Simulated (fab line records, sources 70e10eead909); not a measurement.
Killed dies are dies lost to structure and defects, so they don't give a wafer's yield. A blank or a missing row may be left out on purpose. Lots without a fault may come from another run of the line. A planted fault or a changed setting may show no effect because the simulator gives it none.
Chamber matching | flow nand_harc | NHARC_P_ZERO_WELL_ETCH_63 on rie_si-06: 4 sister chambers
The step etches the open film in HBr/Cl2, target depth 120 nm, time 40.1 s. 20 wafers are shown with their chamber, then 10 later ones without.

WAFERS WITH THEIR CHAMBER
wafer  | chamber | drypump_motor_current_A (A) | chamber_pressure_mTorr (mTorr) | oes_product_au (a.u.)
L074.1 | 1       | 6.1                         | 14.997                         | 0.985
L074.3 | 0       | 5.4                         | 14.990                         | 1.001
L074.6 | 2       | 5.2                         | 15.008                         | 0.991
L075.2 | 3       | 5.5                         | 15.016                         | 1.004
L075.3 | 2       | 5.3                         | 14.989                         | 1.003
L075.4 | 0       | 5.4                         | 14.991                         | 1.004
L080.1 | 2       | 5.3                         | 15.032                         | 1.007
L080.2 | 1       | 6.1                         | 14.985                         | 0.992
L080.5 | 1       | 6.1                         | 15.016                         | 0.984
L082.1 | 3       | 5.5                         | 14.999                         | 0.993
L082.4 | 2       | 5.3                         | 15.008                         | 0.997
L082.6 | 3       | 5.5                         | 15.008                         | 0.996
L083.2 | 3       | 5.5                         | 15.018                         | 0.996
L083.3 | 2       | 5.2                         | 15.020                         | 0.998
L083.6 | 0       | 5.4                         | 14.986                         | 0.999
L086.2 | 1       | 6.1                         | 14.992                         | 0.999
L086.4 | 3       | 5.5                         | 14.986                         | 0.991
L086.5 | 2       | 5.2                         | 15.005                         | 0.999
L089.1 | 3       | 5.5                         | 14.996                         | 1.001
L089.3 | 1       | 6.1                         | 14.983                         | 0.998

SIGNATURES (means of the wafers above)
reading                 | chamber 0 | chamber 1 | chamber 2 | chamber 3 | scatter within a chamber
drypump_motor_current_A | 5.400     | 6.100     | 5.250     | 5.500     | 0.0306
chamber_pressure_mTorr  | 14.98900  | 14.99460  | 15.01033  | 15.00383  | 0.0126
oes_product_au          | 1.00133   | 0.99160   | 0.99917   | 0.99683   | 0.00546
Rule: a wafer's distance from a chamber is the root of the sum, over the readings, of the square of ((its reading less the chamber's mean) divided by the reading's scatter). The wafer belongs to the nearest chamber; if the next one is less than 2 further off, it can't be placed. The scatter: the root of (the sum of the squares of (reading less its chamber's mean) over the shown wafers, divided by (wafers less chambers)).

WAFERS WITHOUT THEIR CHAMBER
wafer  | drypump_motor_current_A (A) | chamber_pressure_mTorr (mTorr) | oes_product_au (a.u.)
L089.4 | 5.4                         | 15.014                         | 1.004
L090.4 | 5.5                         | 15.009                         | 0.986
L090.5 | 5.4                         | 15.015                         | 0.994
L090.6 | 5.5                         | 15.004                         | 0.995
L095.1 | 5.3                         | 14.987                         | 0.990
L095.4 | 5.5                         | 14.997                         | 0.991
L095.5 | 5.2                         | 14.979                         | 1.002
L096.1 | 5.5                         | 14.984                         | 0.984
L096.5 | 5.4                         | 14.993                         | 0.997
L096.6 | 5.5                         | 14.999                         | 0.989

WHICH CHAMBER EACH WENT THROUGH
wafer  | from the rows above     | in truth
L089.4 | can't be placed: 0 or 3 | 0
L090.4 | 3                       | 3
L090.5 | can't be placed: 0 or 3 | 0
L090.6 | 3                       | 3
L095.1 | can't be placed: 2 or 0 | 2
L095.4 | 3                       | 3
L095.5 | 2                       | 2
L096.1 | can't be placed: 3 or 0 | 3
L096.5 | 0                       | 0
L096.6 | 3                       | 3
Placed correctly: 6 of 10. Can't be placed from these rows: 4 (the true chamber is among the candidates in 4). Placed wrongly: 0.
